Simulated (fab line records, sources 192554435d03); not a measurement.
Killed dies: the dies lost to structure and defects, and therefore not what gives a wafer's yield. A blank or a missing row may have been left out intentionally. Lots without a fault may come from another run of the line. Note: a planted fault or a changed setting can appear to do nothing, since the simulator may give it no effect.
Which tool is to blame? || flow n5Finfet || 12 lots, 36 wafers sampled, at 4 steps of a route of 1938

## WHAT EACH GAUGE READ, for each wafer
N5_GATE_CUT_OVL_MEAS_14.
{"lot": "L075", "measured": "day 5 00:48", "on": "overlay-02", "GATE_CUT_OVL (nm)": "0.1 -0.1 -0.7"}
{"lot": "L077", "measured": "day 5 07:37", "on": "overlay-01", "GATE_CUT_OVL (nm)": "0.2 0.2 0.7"}
{"lot": "L079", "measured": "day 5 20:50", "on": "overlay-02", "GATE_CUT_OVL (nm)": "0.9 1.5 -0.4"}
{"lot": "L081", "measured": "day 6 08:11", "on": "overlay-02", "GATE_CUT_OVL (nm)": "-0.3 -0.3 0.3"}
{"lot": "L083", "measured": "day 6 18:15", "on": "overlay-02", "GATE_CUT_OVL (nm)": "0.9 1.1 0.6"}
{"lot": "L085", "measured": "day 7 08:47", "on": "overlay-01", "GATE_CUT_OVL (nm)": "0.1 0.3 -1.2"}
{"lot": "L087", "measured": "day 7 19:56", "on": "overlay-02", "GATE_CUT_OVL (nm)": "0.0 0.8 1.3"}
{"lot": "L089", "measured": "day 8 09:27", "on": "overlay-01", "GATE_CUT_OVL (nm)": "0.9 -0.3 0.3"}
{"lot": "L091", "measured": "day 8 17:49", "on": "overlay-01", "GATE_CUT_OVL (nm)": "0.6 -0.7 0.4"}
{"lot": "L093", "measured": "day 9 04:07", "on": "overlay-02", "GATE_CUT_OVL (nm)": "-0.3 0.2 -1.0"}
{"lot": "L095", "measured": "day 9 17:29", "on": "overlay-02", "GATE_CUT_OVL (nm)": "-1.1 -0.4 -0.7"}
{"lot": "L097", "measured": "day 10 05:00", "on": "overlay-01", "GATE_CUT_OVL (nm)": "-0.3 0.0 -0.8"}

## WHICH TOOL RAN EACH LOT (tool, then ch and the chambers of the sampled wafers, then the start)
{"lot": "L075", "N5_HKMG_FIN_ALD_91": "aldMetal-02 ch 1,3, day 4 16:04", "N5_HKMG_FIN_W_FILL_22": "cvdW-02 ch 0,1, day 4 18:39", "N5_GATE_CUT_ETCHBACK_00": "rieMetal-01 ch 0,1, day 4 19:30"}
{"lot": "L077", "N5_HKMG_FIN_ALD_91": "aldMetal-02 ch 2,3, day 4 23:53", "N5_HKMG_FIN_W_FILL_22": "cvdW-01 ch 0,1, day 5 02:59", "N5_GATE_CUT_ETCHBACK_00": "rieMetal-02 ch 0,1, day 5 03:50"}
{"lot": "L079", "N5_HKMG_FIN_ALD_91": "aldMetal-01 ch 0,2, day 5 13:05", "N5_HKMG_FIN_W_FILL_22": "cvdW-02 ch 0,1, day 5 15:43", "N5_GATE_CUT_ETCHBACK_00": "rieMetal-01 ch 0, day 5 16:37"}
{"lot": "L081", "N5_HKMG_FIN_ALD_91": "aldMetal-02 ch 0,3, day 6 00:38", "N5_HKMG_FIN_W_FILL_22": "cvdW-01 ch 0,1, day 6 03:31", "N5_GATE_CUT_ETCHBACK_00": "rieMetal-03 ch 0,1, day 6 04:24"}
{"lot": "L083", "N5_HKMG_FIN_ALD_91": "aldMetal-02 ch 0,1,2, day 6 11:10", "N5_HKMG_FIN_W_FILL_22": "cvdW-02 ch 0,1, day 6 13:48", "N5_GATE_CUT_ETCHBACK_00": "rieMetal-03 ch 0,1, day 6 14:40"}
{"lot": "L085", "N5_HKMG_FIN_ALD_91": "aldMetal-01 ch 0,1,3, day 7 01:16", "N5_HKMG_FIN_W_FILL_22": "cvdW-01 ch 0,1, day 7 03:55", "N5_GATE_CUT_ETCHBACK_00": "rieMetal-03 ch 0,1, day 7 04:47"}
{"lot": "L087", "N5_HKMG_FIN_ALD_91": "aldMetal-03 ch 0,3, day 7 12:25", "N5_HKMG_FIN_W_FILL_22": "cvdW-01 ch 0, day 7 15:19", "N5_GATE_CUT_ETCHBACK_00": "rieMetal-02 ch 0,1, day 7 16:11"}
{"lot": "L089", "N5_HKMG_FIN_ALD_91": "aldMetal-02 ch 0,2,3, day 8 01:57", "N5_HKMG_FIN_W_FILL_22": "cvdW-01 ch 0,1, day 8 04:52", "N5_GATE_CUT_ETCHBACK_00": "rieMetal-03 ch 0,1, day 8 05:43"}
{"lot": "L091", "N5_HKMG_FIN_ALD_91": "aldMetal-03 ch 0,2,3, day 8 09:34", "N5_HKMG_FIN_W_FILL_22": "cvdW-02 ch 0,1, day 8 12:08", "N5_GATE_CUT_ETCHBACK_00": "rieMetal-01 ch 0,1, day 8 13:00"}
{"lot": "L093", "N5_HKMG_FIN_ALD_91": "aldMetal-02 ch 0,2,3, day 8 20:55", "N5_HKMG_FIN_W_FILL_22": "cvdW-02 ch 0,1, day 8 23:35", "N5_GATE_CUT_ETCHBACK_00": "rieMetal-03 ch 0,1, day 9 00:27"}
{"lot": "L095", "N5_HKMG_FIN_ALD_91": "aldMetal-03 ch 1,3, day 9 10:21", "N5_HKMG_FIN_W_FILL_22": "cvdW-01 ch 0,1, day 9 12:56", "N5_GATE_CUT_ETCHBACK_00": "rieMetal-01 ch 0,1, day 9 13:47"}
{"lot": "L097", "N5_HKMG_FIN_ALD_91": "aldMetal-01 ch 0,3, day 9 21:43", "N5_HKMG_FIN_W_FILL_22": "cvdW-01 ch 0,1, day 10 00:25", "N5_GATE_CUT_ETCHBACK_00": "rieMetal-01 ch 0,1, day 10 01:17"}
- N5_HKMG_FIN_ALD_91: deposits TiN, target thk 1 nm, pulse time 1 s, purge time 3 s.
- N5_HKMG_FIN_W_FILL_22: material W, target thk 60 nm, time 18.2 s.
- N5_GATE_CUT_ETCHBACK_00: etches W in SF6/Cl2.

## THE ANSWER, worked out from the rows above alone
Rule: usual is defined by the lots themselves. Put in order of their means at a reading, lots are off if they are a third of the lots or fewer, leave a main group of 4 or more, and stand apart from it by a gap of 3 or more times the standard deviation of the main group's means; of several such gaps the widest counts. The tables above print the reading to a certain number of digits; a main group whose means all agree to those digits is not used. A lot without any number at a reading at which 4 lots or more have one is off too. All remaining lots with rows at the step are treated as sound.
Nothing can be told from this: no lot is off at any reading shown.

## WHAT WAS PUT IN BY THE SIMULATOR
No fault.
